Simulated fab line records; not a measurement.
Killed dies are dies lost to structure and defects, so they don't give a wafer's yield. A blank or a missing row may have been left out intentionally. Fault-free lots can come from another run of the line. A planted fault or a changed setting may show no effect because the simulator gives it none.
fab line records	flow nand_harc
[record] lots = 5	wafers = 15	last_day = 25
route steps=1159 shown A_M0@1004 A_M1@1026 END@1159
lots untouched by any fault: they come from a run of this same line in which no faults occurred
start_h: the number of hours between the record's first day and the start of the first shown wafer of the lot	wait_h: time in hours since the lot's previous step	" identical to the entry in the row above	L1.1+2: a row that stands for several wafers	- no value present, or no start provided	* or withheld: withheld	< > ~ a bound
route shown NAME@n: NAME is a module with steps in the file, n the number in the route of the first one	usual: the fault-free wafers' mean and standard deviation	same: alike in all rows	chamber/n: place in a boat	sites: the reading at each site	_std_site: standard deviation across them	_edge_site: the outer-site mean with the inner-site mean subtracted	radius_mm: for every site, how far away it sits from the centre of the wafer	mask NAME#n: copy n	behind: tool/chamber where the wafer was last shaped	hold: what put the lot on hold/how long, in hours/how the hold closed	device: the transistor (n, p or np) that didn't switch	end of line: the tests these same wafers got at the end of their route	for a step that has no rows: nothing shown but its recipe	killed: not the wafer's yield, but the dies lost to structure and defects at the first sort	map: a wafer's dies, x killed, . not, _ none there
set.NAME: setting as actually run; set.NAME@STEP: the setting as run at that earlier step	model.NAME: the simulator's own value behind a step, which no gauge read
a table for each step, a row for each wafer; lots at some steps of the route
services: a tool's chamber out of use, with start hour (start_h, from the record's first day; less than 0 if before it), hours out, and reason
[[steps]]
[step NHARC_A_M0_CD_MEAS_09]
[recipe] target_cd_nm = 80	landing_energy_ev = 500
[usual] cd_nm = 80.1/0.6
lot.wafer	tool	chamber	start_h	wait_h	cd_nm
L811.4	cd_sem-03	0	400.57	-	80.4
L811.5	"	0	"	"	81.0
L811.6	"	0	"	"	80.9
L814.2	cd_sem-01	0	411.97	-	81.9
L814.4	"	0	"	"	81.0
L814.5	"	0	"	"	81.2
L823.1	cd_sem-03	0	473.99	-	79.8
L823.2	"	0	"	"	80.0
L823.3	"	0	"	"	80.4
L830.1	cd_sem-02	0	512.14	-	80.4
L830.4	"	0	"	"	80.0
L830.6	"	0	"	"	80.1
L833.3	cd_sem-02	0	537.73	-	79.9
L833.4	"	0	"	"	78.4
L833.6	"	0	"	"	80.7
[step NHARC_A_M0_OVL_MEAS_10]
[recipe] pitch_nm = 160
[usual] overlay_x_nm = -0.1/0.52	overlay_y_nm = -0.2/0.82
lot.wafer	tool	chamber	start_h	wait_h	overlay_x_nm	overlay_y_nm
L811.4	overlay-02	-	400.65	-	0.4	0.8
L811.5	"	-	"	"	0.1	0.3
L811.6	"	-	"	"	0.2	0.4
L814.2	overlay-02	-	412.06	-	-0.6	0.8
L814.4	"	-	"	"	0.0	0.4
L814.5	"	-	"	"	-0.4	1.3
L823.1	overlay-02	-	474.08	-	-0.4	0.0
L823.2	"	-	"	"	-0.5	-0.1
L823.3	"	-	"	"	-0.5	-0.1
L830.1	overlay-02	-	512.23	-	0.6	-0.2
L830.4	"	-	"	"	0.3	0.3
L830.6	"	-	"	"	0.1	0.1
L833.3	overlay-02	-	537.83	-	-1.0	0.7
L833.4	"	-	"	"	-0.9	0.7
L833.6	"	-	"	"	-0.8	0.6
[step NHARC_A_M0_INSPECT_11]
[usual] raw_defect_count = 31/15
lot.wafer	tool	chamber	start_h	wait_h	raw_defect_count
L811.4	defect_inspect-02	-	400.69	0.0	33
L811.5	"	-	"	"	37
L811.6	"	-	"	"	28
L814.2	defect_inspect-02	-	412.09	0.0	39
L814.4	"	-	"	"	34
L814.5	"	-	"	"	39
L823.1	defect_inspect-02	-	474.12	0.0	21
L823.2	"	-	"	"	22
L823.3	"	-	"	"	20
L830.1	defect_inspect-02	-	512.27	0.0	39
L830.4	"	-	"	"	40
L830.6	"	-	"	"	40
L833.3	defect_inspect-02	-	537.86	0.0	17
L833.4	"	-	"	"	17
L833.6	"	-	"	"	25
[step NHARC_A_M0_DESCUM_14]
[recipe] time_s = 3	o2_flow_sccm = 200	ar_flow_sccm = 0	bias_power_w = 0	chemistry = O2
[usual] drypump_motor_current_A = 5.5/0.4	oes_product_au = 0.996/0.0091	rf_vpp_V = 57.7/0.91	showerhead_plenum_p_Torr = 1.89/0.1	throttle_valve_pct = 11.311/0.0086
lot.wafer	tool	chamber	start_h	wait_h	drypump_motor_current_A	oes_product_au	rf_hours_counter_h	rf_vpp_V	showerhead_plenum_p_Torr	throttle_valve_pct
L811.4	rie_diel-09	0	400.76	0.1	5.0	1.010	10	56.7	1.79	11.321
L811.5	"	3	"	"	5.3	0.993	-	58.1	2.04	11.308
L811.6	"	0	"	"	5.1	1.010	-	57.4	1.79	11.321
L814.2	rie_diel-09	2	412.15	0.1	5.3	1.008	12	56.7	1.79	11.313
L814.4	"	0	"	"	5.1	0.999	11	56.9	1.79	11.305
L814.5	"	2	"	"	5.3	1.004	-	57.4	1.79	11.309
L823.1	rie_diel-09	2	474.18	0.1	5.3	1.003	3	58.7	1.79	11.325
L823.2	"	3	"	"	5.3	0.988	3	58.8	2.04	11.310
L823.3	"	0	"	"	5.1	0.999	3	56.4	1.79	11.333
L830.4	rie_diel-04	3	512.33	0.1	5.9	0.990	3	57.7	1.83	11.291
L830.1	"	0	"	"	5.7	1.000	2	59.4	1.83	11.317
L830.6	"	0	"	"	5.7	1.008	-	58.5	1.83	11.309
L833.3	rie_diel-07	3	537.92	0.1	6.7	0.997	7	57.7	1.78	11.293
L833.4	"	0	"	"	5.6	0.987	7	59.3	2.04	11.323
L833.6	"	3	"	"	6.6	0.988	-	57.2	1.78	11.306
[step NHARC_A_M0_ETCH_34]
[recipe] target_depth_a = 400	overetch_a = 120	time_s = 43.94	ion_energy_ev = 200	n2_flow_sccm = 150	h2_flow_sccm = 150	ar_flow_sccm = 0	rf_w = 400	bias_w = 150	chemistry = N2/H2
[step NHARC_A_M0_ETCH_15]
[recipe] target_depth_a = 1500	overetch_a = 150	time_s = 82.5	c4f8_flow_sccm = withheld	ar_flow_sccm = 400	rf_w = 600	bias_w = 300	chemistry = C4F8/Ar
[usual] oes_product_au = 0.949/0.022	rf_vpp_V = 440/3.4
lot.wafer	tool	chamber	start_h	wait_h	oes_product_au	rf_hours_counter_h	rf_vpp_V
L811.4	rie_diel-09	1	-	-	0.972	11	441
L811.5	"	2	"	"	0.982	-	438
L811.6	"	3	"	"	0.950	-	445
L814.4	rie_diel-09	3	-	-	0.911	11	444
L814.2	"	1	"	"	0.925	12	443
L814.5	"	0	"	"	0.928	-	438
L823.3	rie_diel-09	3	-	-	0.946	3	445
L823.1	"	0	"	"	0.956	3	437
L823.2	"	1	"	"	0.946	3	442
L830.4	rie_diel-04	0	-	-	0.964	2	438
L830.1	"	2	"	"	0.977	3	436
L830.6	"	0	"	"	0.963	-	439
L833.4	rie_diel-07	0	-	-	0.933	7	444
L833.3	"	1	"	"	0.926	7	440
L833.6	"	3	"	"	0.930	-	437
[step NHARC_A_M0_CD_MEAS_16]
[usual] cd_nm = 80.1/0.8
lot.wafer	tool	chamber	start_h	wait_h	cd_nm
L811.4	cd_sem-01	-	401.06	-	80.7
L811.5	"	-	"	"	80.5
L811.6	"	-	"	"	81.3
L814.2	cd_sem-02	-	412.53	-	81.6
L814.4	"	-	"	"	80.2
L814.5	"	-	"	"	80.5
L823.1	cd_sem-01	-	474.48	-	79.6
L823.2	"	-	"	"	79.5
L823.3	"	-	"	"	80.9
L830.1	cd_sem-01	-	512.63	-	78.7
L830.4	"	-	"	"	80.2
L830.6	"	-	"	"	79.8
L833.3	cd_sem-01	-	538.23	-	79.8
L833.4	"	-	"	"	79.1
L833.6	"	-	"	"	80.9
[step NHARC_A_M0_STRIP_18]
[recipe] power_w = 1000	n2_flow_sccm = 150	h2_flow_sccm = 150	ar_flow_sccm = 0	bias_w = 0	chemistry = N2/H2
[step NHARC_A_M0_STRIP_19]
[recipe] time_s = 600	temp_c = 30	chemistry = post_etch_residue_remover
[step NHARC_A_M0_DEGAS_28]
[recipe] temp_c = 250	time_s = 60
[step NHARC_A_M0_PRE_CLEAN_29]
[recipe] time_s = 30	temp_c = 280	gas = H2/He
[step NHARC_A_M0_PVD_20]
[recipe] target_thk_a = 50	bias_v = 168.6	power_w = 15000	chamber_pressure_pa = 0.12	time_s = 8.06	substrate_temp_c = 50	material = TaN
[usual] throttle_valve_pct = 30.3/0.87
lot.wafer	tool	chamber	start_h	wait_h	throttle_valve_pct
L811.4	pvd_sputter-01	-	-	-	32.3
L811.5	"	-	"	"	30.0
L811.6	"	-	"	"	29.1
L814.4	pvd_sputter-03	-	-	-	30.0
L814.2	"	-	"	"	30.1
L814.5	"	-	"	"	30.1
L823.1	pvd_sputter-01	-	-	-	30.8
L823.2	"	-	"	"	29.8
L823.3	"	-	"	"	28.9
L830.4	pvd_sputter-02	-	-	-	30.4
L830.1	"	-	"	"	28.8
L830.6	"	-	"	"	30.0
L833.3	pvd_sputter-02	-	-	-	30.8
L833.4	"	-	"	"	28.9
L833.6	"	-	"	"	30.3
[step NHARC_A_M0_PVD_21]
[recipe] target_thk_a = 300	chamber_pressure_pa = 5	power_w = 5000	substrate_temp_c = 30	time_s = 20.49	material = Cu
[usual] throttle_valve_pct = 30.4/0.87
lot.wafer	tool	chamber	start_h	wait_h	throttle_valve_pct
L811.4	pvd_sputter-01	-	402.25	-	32.1
L811.5	"	-	"	"	30.8
L811.6	"	-	"	"	32.2
L814.2	pvd_sputter-03	-	413.38	-	30.1
L814.4	"	-	"	"	31.0
L814.5	"	-	"	"	30.4
L823.2	pvd_sputter-01	-	475.36	-	32.2
L823.3	"	-	"	"	29.9
L823.1	"	-	"	"	29.4
L830.1	pvd_sputter-02	-	513.49	-	30.0
L830.4	"	-	"	"	28.9
L830.6	"	-	"	"	30.0
L833.4	pvd_sputter-02	-	539.06	-	29.1
L833.3	"	-	"	"	31.0
L833.6	"	-	"	"	30.5
[step NHARC_A_M0_ECD_22]
[recipe] target_thk_a = 4000	bath_temp_c = 25	material = Cu
[step NHARC_A_M0_ANNEAL_30]
[recipe] temp_c = 225	time_s = 90
[usual] wafer_temp_C_max = 226.2/0.33
lot.wafer	tool	chamber	start_h	wait_h	wafer_temp_C_max
L811.4	rtp_anneal-01	0	402.91	0.3	225.7
L811.5	"	0	"	"	225.6
L811.6	"	0	"	"	225.9
L814.2	rtp_anneal-02	0	414.01	-	226.7
L814.4	"	0	"	"	226.4
L814.5	"	0	"	"	226.5
L823.1	rtp_anneal-01	0	475.87	-	225.9
L823.2	"	0	"	"	225.8
L823.3	"	0	"	"	225.7
L830.1	rtp_anneal-02	0	513.98	-	226.3
L830.4	"	0	"	"	226.6
L830.6	"	0	"	"	225.9
L833.3	rtp_anneal-01	0	539.81	0.3	226.1
L833.4	"	0	"	"	226.1
L833.6	"	0	"	"	225.8
[step NHARC_A_M0_CMP_23]
[recipe] t_overpolish_s = 20	target_thk_nm = 113.75
[step NHARC_A_M0_SRD_25]
[step NHARC_A_M0_INSPECT_27]
[usual] raw_defect_count = 424/100
lot.wafer	tool	chamber	start_h	wait_h	raw_defect_count
L811.4	defect_inspect-02	-	403.58	0.0	436
L811.5	"	-	"	"	662
L811.6	"	-	"	"	530
L814.2	defect_inspect-01	-	414.81	0.0	450
L814.4	"	-	"	"	355
L814.5	"	-	"	"	530
L823.1	defect_inspect-01	-	476.68	0.0	444
L823.2	"	-	"	"	552
L823.3	"	-	"	"	343
L830.1	defect_inspect-01	-	514.79	0.0	515
L830.4	"	-	"	"	377
L830.6	"	-	"	"	396
L833.3	defect_inspect-02	-	540.52	0.0	322
L833.4	"	-	"	"	905
L833.6	"	-	"	"	457
[step NHARC_A_M0_PRE_CLEAN_31]
[recipe] time_s = 12	temp_c = 370	rf_power_w = 300	gas = NH3
[step NHARC_A_M0_DEP_32]
[recipe] target_thk_a = 300	temp_c = 370	target_thk_nm = 30	pressure_torr = 3	flow_sccm = 200	rf_w = 450	material = SiCN
[usual] heater_power_w = 635/90
lot.wafer	tool	chamber	start_h	wait_h	heater_power_w
L811.4	pecvd-02	0	403.85	0.2	772
L811.6	"	1	"	"	588
L811.5	"	2	"	"	640
L814.2	pecvd-02	2	415.34	0.1	619
L814.4	"	0	"	"	726
L814.5	"	1	"	"	592
L823.2	pecvd-01	0	477.04	0.1	605
L823.3	"	1	"	"	683
L823.1	"	2	"	"	579
L830.1	pecvd-01	1	515.03	0.1	696
L830.6	"	2	"	"	595
L830.4	"	1	"	"	699
L833.3	pecvd-02	2	540.86	0.1	638
L833.4	"	1	"	"	570
L833.6	"	2	"	"	627
[step NHARC_A_M1_DEP_00]
[recipe] target_thk_a = 1825	target_thk_nm = 182.5	temp_c = withheld	pressure_torr = 5	flow_sccm = 200	rf_w = 600	material = SiOC
[step NHARC_A_M1_DEHYDRATE_01]
[recipe] temp_c = 150	time_s = 120
[step NHARC_A_M1_HMDS_02]
[recipe] time_s = 30
[step NHARC_A_M1_COAT_34]
[recipe] temp_c = 200	time_s = 65
[step NHARC_A_M1_COAT_03]
[recipe] spin_rpm = 1500	resist_thk_nm = 90
[step NHARC_A_M1_SOFTBAKE_04]
[recipe] temp_c = 105	time_s = 55
[step NHARC_A_M1_EBR_05]
[step NHARC_A_M1_EXPOSE_06]
[recipe] na = 1.35	target_cd_nm = 120	dose_mj = 75.13	mask_id = A_M1
[step NHARC_A_M1_PEB_07]
[recipe] peb_temp_c = 100	peb_time_s = 65
[step NHARC_A_M1_DEVELOP_08]
[recipe] develop_time_s = 35	dev_temp_c = 23
[step NHARC_A_M1_CD_MEAS_09]
[recipe] target_cd_nm = 120	landing_energy_ev = 500
[usual] cd_nm = 119.8/0.56
lot.wafer	tool	chamber	start_h	wait_h	cd_nm
L811.4	cd_sem-03	0	405.03	-	119.7
L811.5	"	0	"	"	119.9
L811.6	"	0	"	"	121.6
L814.2	cd_sem-02	0	416.41	-	119.1
L814.4	"	0	"	"	121.0
L814.5	"	0	"	"	120.1
L823.1	cd_sem-03	0	478.25	-	120.5
L823.2	"	0	"	"	120.8
L830.1	cd_sem-01	0	516.04	-	119.9
L830.4	"	0	"	"	119.9
L830.6	"	0	"	"	120.4
L833.3	cd_sem-03	0	542.03	-	119.6
L833.4	"	0	"	"	120.2
L833.6	"	0	"	"	120.0
[step NHARC_A_M1_OVL_MEAS_10]
[recipe] pitch_nm = 240
[usual] overlay_x_nm = 0.1/0.92	overlay_y_nm = 0.1/0.93
lot.wafer	tool	chamber	start_h	wait_h	overlay_x_nm	overlay_y_nm
L811.4	overlay-01	-	405.12	-	-1.1	2.2
L811.5	"	-	"	"	-1.5	1.1
L811.6	"	-	"	"	-1.6	1.9
L814.2	overlay-01	-	416.49	-	-1.0	0.2
L814.4	"	-	"	"	-1.5	0.3
L814.5	"	-	"	"	-1.5	0.5
L823.1	overlay-02	-	478.34	-	-1.0	-0.2
L823.2	"	-	"	"	-0.6	-0.1
L830.1	overlay-02	-	516.15	-	1.4	0.2
L830.4	"	-	"	"	1.6	-0.1
L830.6	"	-	"	"	1.8	0.2
L833.3	overlay-02	-	542.11	-	0.8	-1.8
L833.4	"	-	"	"	0.6	-1.9
L833.6	"	-	"	"	0.0	-2.0
[step NHARC_A_M1_INSPECT_11]
[usual] raw_defect_count = 31/15
lot.wafer	tool	chamber	start_h	wait_h	raw_defect_count
L811.4	defect_inspect-02	-	405.15	0.0	36
L811.5	"	-	"	"	38
L811.6	"	-	"	"	28
L814.2	defect_inspect-02	-	416.53	0.0	37
L814.4	"	-	"	"	34
L814.5	"	-	"	"	36
L823.1	defect_inspect-02	-	478.38	0.0	22
L823.2	"	-	"	"	18
L830.1	defect_inspect-01	-	516.18	0.0	38
L830.4	"	-	"	"	40
L830.6	"	-	"	"	43
L833.3	defect_inspect-02	-	542.15	0.0	20
L833.4	"	-	"	"	19
L833.6	"	-	"	"	29
[step NHARC_A_M1_DESCUM_14]
[recipe] time_s = 3	o2_flow_sccm = 200	ar_flow_sccm = 0	bias_power_w = 0	chemistry = O2
[step NHARC_A_M1_ETCH_35]
[recipe] target_depth_a = 400	overetch_a = 120	time_s = 43.94	ion_energy_ev = 200	n2_flow_sccm = 150	h2_flow_sccm = 150	ar_flow_sccm = 0	rf_w = 400	bias_w = 150	chemistry = N2/H2
[step NHARC_A_M1_ETCH_15]
[recipe] target_depth_a = 1825	time_s = 91.2	c4f8_flow_sccm = withheld	ar_flow_sccm = 400	rf_w = 600	bias_w = 300	chemistry = C4F8/Ar
[step NHARC_A_M1_CD_MEAS_16]
[usual] cd_nm = 120.1/0.83
lot.wafer	tool	chamber	start_h	wait_h	cd_nm
L811.4	cd_sem-01	-	405.53	-	120.3
L811.5	"	-	"	"	121.1
L811.6	"	-	"	"	122.6
L814.2	cd_sem-01	-	416.90	-	119.9
L814.4	"	-	"	"	121.6
L814.5	"	-	"	"	120.4
L823.1	cd_sem-01	-	478.74	-	120.9
L823.2	"	-	"	"	120.4
L830.1	cd_sem-02	-	516.55	-	120.2
L830.4	"	-	"	"	120.9
L830.6	"	-	"	"	121.3
L833.3	cd_sem-03	-	542.52	-	118.9
L833.4	"	-	"	"	119.6
L833.6	"	-	"	"	120.1
[step NHARC_A_M1_STRIP_18]
[recipe] power_w = 1000	n2_flow_sccm = 150	h2_flow_sccm = 150	ar_flow_sccm = 0	bias_w = 0	chemistry = N2/H2
[step NHARC_A_M1_ETCH_28]
[recipe] target_depth_a = 300	over_etch_frac = 0.3	time_s = 72.99	ion_energy_ev = 150	cf4_flow_sccm = 50	n2_flow_sccm = 100	ar_flow_sccm = 150	rf_w = 300	bias_w = 100	chemistry = CF4/N2
[step NHARC_A_M1_STRIP_19]
[recipe] time_s = 600	temp_c = 30	chemistry = post_etch_residue_remover
[step NHARC_END_SORT_01]
[recipe] temp_c = 25
[usual] defect_limited_yield = 95.7/1.4	killed_at_array = 25/9.2	killed_at_other = 0.9/1.3	killed_at_periphery = 3.3/2.3	killed_dies = 29/9.6	killed_open = 3.2/1.8	killed_short = 2/1.4	sort_bin_2_pct = 1.3/0.65	sort_bin_3_pct = 0.25/0.21	sort_bin_4_pct = 2.8/0.9	sort_n_pass = 648/9.6	sort_rim_yield_pct = 94/3	sort_yield_pct = 95.7/1.4
[same] gross_dies = 677	sort_bin_5_pct[%] = 0	sort_bin_6_pct[%] = 0	sort_bin_7_pct[%] = 0	sort_bin_8_pct[%] = 0	sort_rim_n_gross = 106.00
lot.wafer	tool	chamber	start_h	wait_h	hold	defect_limited_yield[%]	killed_at_array	killed_at_other	killed_at_periphery	killed_dies	killed_open	killed_short	sort_bin_2_pct[%]	sort_bin_3_pct[%]	sort_bin_4_pct[%]	sort_n_pass	sort_rim_yield_pct[%]	sort_yield_pct[%]
L811.4	prober-01	0	445.70	3.4	-	95.0	31	0	3	34	6	1	2.1	0.15	2.8	643	93	95.0
L811.5	prober-01	0	446.51	3.7	-	95.0	33	0	1	34	2	3	1.5	0.44	3.1	643	91	95.0
L811.6	prober-01	0	447.32	4.0	-	95.6	29	0	1	30	6	4	0.9	0.15	3.4	647	94	95.6
L814.2	prober-01	0	451.94	2.8	-	94.5	33	0	4	37	5	2	1.8	0.44	3.2	640	93	94.5
L814.4	prober-01	0	453.57	3.4	-	95.6	28	0	2	30	3	2	0.7	0.30	3.4	647	94	95.6
L814.5	prober-01	0	454.38	3.8	-	95.9	25	1	2	28	4	0	1.3	0.15	2.7	649	97	95.9
L823.1	prober-01	0	512.24	2.5	await_dispo/3.3h/release	96.0	24	2	1	27	4	1	1.2	0	2.8	650	97	96.0
L823.2	prober-01	0	513.05	2.8	await_dispo/3.3h/release	97.0	17	0	3	20	2	2	1.0	0.15	1.8	657	93	97.0
L823.3	prober-01	0	513.86	3.1	await_dispo/3.3h/release	0	676	0	1	677	4	1	97.6	0.15	2.2	0	0	0
L830.1	prober-02	0	551.70	2.5	-	95.6	28	1	1	30	3	1	1.2	0.15	3.1	647	92	95.6
L830.4	prober-02	0	554.08	3.4	-	96.2	25	0	1	26	0	1	0.9	0.15	2.8	651	93	96.2
L830.6	prober-02	0	555.66	4.0	-	95.9	27	1	0	28	3	1	1.8	0	2.4	649	96	95.9
L833.3	prober-02	0	592.10	3.1	-	97.3	16	0	2	18	4	1	0.3	0	2.4	659	96	97.3
L833.4	prober-02	0	592.90	3.4	-	96.6	20	1	2	23	2	4	0.9	0.15	2.4	654	96	96.6
L833.6	prober-02	0	594.50	4.0	-	96.5	23	0	1	24	1	1	1.0	0.44	2.1	653	94	96.5
// killed by level:class
L811.4 A_CHANNEL_HOLE_D1:chamber_film_flake=13 A_WL_FILL:chamber_film_flake=5 A_CONTACT:geometric_particle:open=3 A_STAIRCASE:chamber_film_flake=3 A_SLIT:chamber_film_flake=3 A_CONTACT:chamber_film_flake=3 P_M1:geometric_particle:open=2 P_M0:geometric_particle:open=1
L811.5 A_CHANNEL_HOLE_D1:chamber_film_flake=11 A_SLIT:chamber_film_flake=7 A_STAIRCASE:chamber_film_flake=5 A_CONTACT:chamber_film_flake=4 A_WL_FILL:chamber_film_flake=2 P_CONTACT:geometric_particle:open=1 A_SOURCE_PLATE:geometric_particle:short=1 A_ONON_D1:geometric_particle:short=1
L811.6 A_CHANNEL_HOLE_D1:chamber_film_flake=6 A_SLIT:chamber_film_flake=5 A_WL_FILL:chamber_film_flake=4 A_CONTACT:chamber_film_flake=3 A_CONTACT:geometric_particle:open=2 A_M0:geometric_particle:short=2 A_STAIRCASE:chamber_film_flake=2 P_STI:geometric_particle:open=1
L814.2 A_CHANNEL_HOLE_D1:chamber_film_flake=11 A_STAIRCASE:chamber_film_flake=7 A_SLIT:chamber_film_flake=7 P_CONTACT:geometric_particle:open=2 A_ONON_D1:geometric_particle:open=2 A_WL_FILL:chamber_film_flake=2 P_M0:geometric_particle:open=1 A_CHANNEL_FILL_D1:geometric_particle:short=1
L814.4 A_CHANNEL_HOLE_D1:chamber_film_flake=15 A_SLIT:chamber_film_flake=8 A_WL_FILL:geometric_particle:short=2 P_M0:geometric_particle:open=1 A_ONON_D1:geometric_particle:open=1 A_BLC:geometric_particle:open=1 P_ZERO_WELL:chamber_film_flake=1 A_ZERO_WELL:chamber_film_flake=1
L814.5 A_CHANNEL_HOLE_D1:chamber_film_flake=12 A_SLIT:chamber_film_flake=5 A_STAIRCASE:chamber_film_flake=3 A_CONTACT:geometric_particle:open=2 A_CONTACT:chamber_film_flake=2 P_CONTACT:geometric_particle:open=1 P_M0:geometric_particle:open=1 A_WL_FILL:chamber_film_flake=1
L823.1 A_CHANNEL_HOLE_D1:chamber_film_flake=6 A_STAIRCASE:chamber_film_flake=5 A_CONTACT:chamber_film_flake=4 A_CONTACT:geometric_particle:open=2 A_SGD_CUT:chamber_film_flake=2 THIN_TSV:chamber_film_flake=2 A_SGD_CUT:geometric_particle:open=1 A_M0:geometric_particle:open=1
L823.2 A_CHANNEL_HOLE_D1:chamber_film_flake=6 A_STAIRCASE:chamber_film_flake=3 A_SGD_CUT:chamber_film_flake=3 A_CONTACT:chamber_film_flake=2 P_M0:geometric_particle:open=1 P_M2:geometric_particle:short=1 A_CHANNEL_FILL_D1:geometric_particle:open=1 A_CONTACT:geometric_particle:short=1
L823.3 A_M0:area_pvd=657 A_STAIRCASE:chamber_film_flake=6 A_SGD_CUT:chamber_film_flake=3 A_CONTACT:chamber_film_flake=3 A_ONON_D1:geometric_particle:short=1 A_ONON_D1:geometric_particle:open=1 A_CHANNEL_FILL_D1:geometric_particle:open=1 A_CONTACT:geometric_particle:open=1
L830.1 A_SLIT:chamber_film_flake=14 A_WL_FILL:geometric_particle:open=3 A_CHANNEL_HOLE_D1:chamber_film_flake=3 A_WL_FILL:chamber_film_flake=3 A_STAIRCASE:chamber_film_flake=2 A_CONTACT:chamber_film_flake=2 A_CONTACT:geometric_particle:short=1 P_STI:chamber_film_flake=1
L830.4 A_SLIT:chamber_film_flake=11 A_CHANNEL_HOLE_D1:chamber_film_flake=6 A_CONTACT:chamber_film_flake=4 A_STAIRCASE:chamber_film_flake=3 A_WL_FILL:geometric_particle:short=1 P_GATE:chamber_film_flake=1
L830.6 A_SLIT:chamber_film_flake=9 A_CHANNEL_HOLE_D1:chamber_film_flake=5 A_STAIRCASE:chamber_film_flake=5 A_CONTACT:chamber_film_flake=4 A_CHANNEL_FILL_D1:geometric_particle:short=1 A_WL_FILL:geometric_particle:open=1 A_CONTACT:geometric_particle:open=1 A_M0:geometric_particle:open=1
L833.3 A_CONTACT:chamber_film_flake=5 A_ZERO_WELL:chamber_film_flake=2 A_CHANNEL_HOLE_D1:chamber_film_flake=2 A_CHANNEL_FILL_D1:chamber_film_flake=2 P_CONTACT:geometric_particle:open=1 P_M2:geometric_particle:open=1 A_CHANNEL_FILL_D1:geometric_particle:open=1 A_WL_FILL:geometric_particle:open=1
L833.4 A_CHANNEL_HOLE_D1:chamber_film_flake=9 A_CONTACT:chamber_film_flake=3 A_CHANNEL_FILL_D1:geometric_particle:short=2 A_WL_FILL:chamber_film_flake=2 P_M1:geometric_particle:short=1 A_WL_FILL:geometric_particle:short=1 A_CONTACT:geometric_particle:open=1 P_ZERO_WELL:chamber_film_flake=1
L833.6 A_CONTACT:chamber_film_flake=8 A_CHANNEL_HOLE_D1:chamber_film_flake=7 A_STAIRCASE:chamber_film_flake=2 A_WL_FILL:chamber_film_flake=2 A_CHANNEL_FILL_D1:geometric_particle:short=1 A_M0:geometric_particle:open=1 P_ZERO_WELL:chamber_film_flake=1 A_CHANNEL_FILL_D1:chamber_film_flake=1
// map L823.3 (x killed, . not)
____________x____________
_________xxxxxxx_________
_______xxxxxxxxxxx_______
______xxxxxxxxxxxxx______
_____xxxxxxxxxxxxxxx_____
____xxxxxxxxxxxxxxxxx____
____xxxxxxxxxxxxxxxxx____
___xxxxxxxxxxxxxxxxxxx___
___xxxxxxxxxxxxxxxxxxx___
__xxxxxxxxxxxxxxxxxxxxx__
__xxxxxxxxxxxxxxxxxxxxx__
_xxxxxxxxxxxxxxxxxxxxxxx_
_xxxxxxxxxxxxxxxxxxxxxxx_
_xxxxxxxxxxxxxxxxxxxxxxx_
_xxxxxxxxxxxxxxxxxxxxxxx_
_xxxxxxxxxxxxxxxxxxxxxxx_
xxxxxxxxxxxxxxxxxxxxxxxxx
xxxxxxxxxxxxxxxxxxxxxxxxx
xxxxxxxxxxxxxxxxxxxxxxxxx
xxxxxxxxxxxxxxxxxxxxxxxxx
xxxxxxxxxxxxxxxxxxxxxxxxx
_xxxxxxxxxxxxxxxxxxxxxxx_
_xxxxxxxxxxxxxxxxxxxxxxx_
_xxxxxxxxxxxxxxxxxxxxxxx_
_xxxxxxxxxxxxxxxxxxxxxxx_
_xxxxxxxxxxxxxxxxxxxxxxx_
__xxxxxxxxxxxxxxxxxxxxx__
__xxxxxxxxxxxxxxxxxxxxx__
___xxxxxxxxxxxxxxxxxxx___
___xxxxxxxxxxxxxxxxxxx___
____xxxxxxxxxxxxxxxxx____
____xxxxxxxxxxxxxxxxx____
_____xxxxxxxxxxxxxxx_____
______xxxxxxxxxxxxx______
_______xxxxxxxxxxx_______
_________xxxxxxx_________
____________x____________
// map L811.4 (x killed, . not)
____________.____________
_________......._________
_______..........._______
______......x......______
_____..............._____
____.................____
____...............x.____
___...................___
___............x.x....___
__.....................__
__.....................__
_..............x........_
_............x.........._
_............x.........._
_............x.....x...._
_......................._
x........................
.........................
.........................
.....................x...
..............x..........
_......................._
_......................._
_........x.............._
_......................._
_.....x................._
__.......x.............__
__.....................__
___...................___
___...............x...___
____...........xx....____
____.xx.x....xx.x....____
_____.......x...xx.x_____
______........xx...______
_______.........xx_______
_________.....x._________
____________x____________
[[services]]
tool	chamber	start_h	hours	kind
rie_diel-09	0	385.61	-	clean
rie_diel-09	1	385.61	-	clean
rie_diel-09	2	385.61	-	clean
rie_diel-09	3	385.61	-	clean
pvd_sputter-02	-	385.65	1.3	repair
pvd_sputter-02	-	392.03	10.0	pm
rtp_anneal-02	-	397.18	2.6	repair
rie_diel-07	1	397.80	6.8	repair
pvd_sputter-03	-	398.68	3.1	repair
rie_diel-04	0	403.57	8.0	repair
rie_diel-07	-	405.20	9.0	pm
pvd_sputter-02	-	408.58	4.6	repair
rie_diel-09	0	410.11	-	clean
rie_diel-09	1	410.11	-	clean
pecvd-01	-	418.00	13.0	pm
pvd_sputter-01	-	420.15	4.5	repair
rie_diel-09	-	431.11	9.0	pm
pecvd-02	2	447.01	11.5	repair
rie_diel-09	-	455.34	0.6	repair
pvd_sputter-03	-	458.00	10.0	pm
rie_diel-04	-	465.95	9.0	pm
rie_diel-07	2	479.52	4.0	repair
pvd_sputter-01	-	515.20	10.0	pm
pecvd-02	-	515.39	13.0	pm
[[key]]
[first_sign] step = NHARC_END_SORT_01	reading = sort_bin_2_pct	direction = up	sigmas = 99+	usual = 1.3	struck = 97.6
[effect] step = NHARC_END_SORT_01	reading = killed_at_array	direction = up	sigmas = 70	usual = 25	struck = 676
[more_kills_born_at] NHARC_A_M0_PVD_21@pvd_sputter-01 = 657
met_at NHARC_A_M0_PVD_21
struck_wafers L823.3
later_rows_left_out L823.3
[fault] kind = process_parameter_drift	tool = pvd_sputter-01	chamber = -	onset_h = 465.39	steps = NHARC_A_M0_PVD_21	channel = target_thk_a	offset = *	shape = step	end_h = 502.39	acts_in = *	stated = *	scope = struck_wafers_only
// later_rows_left_out: the simulator's readings of these wafers behind a module that went badly wrong aren't trusted and aren't shown, but for the sort
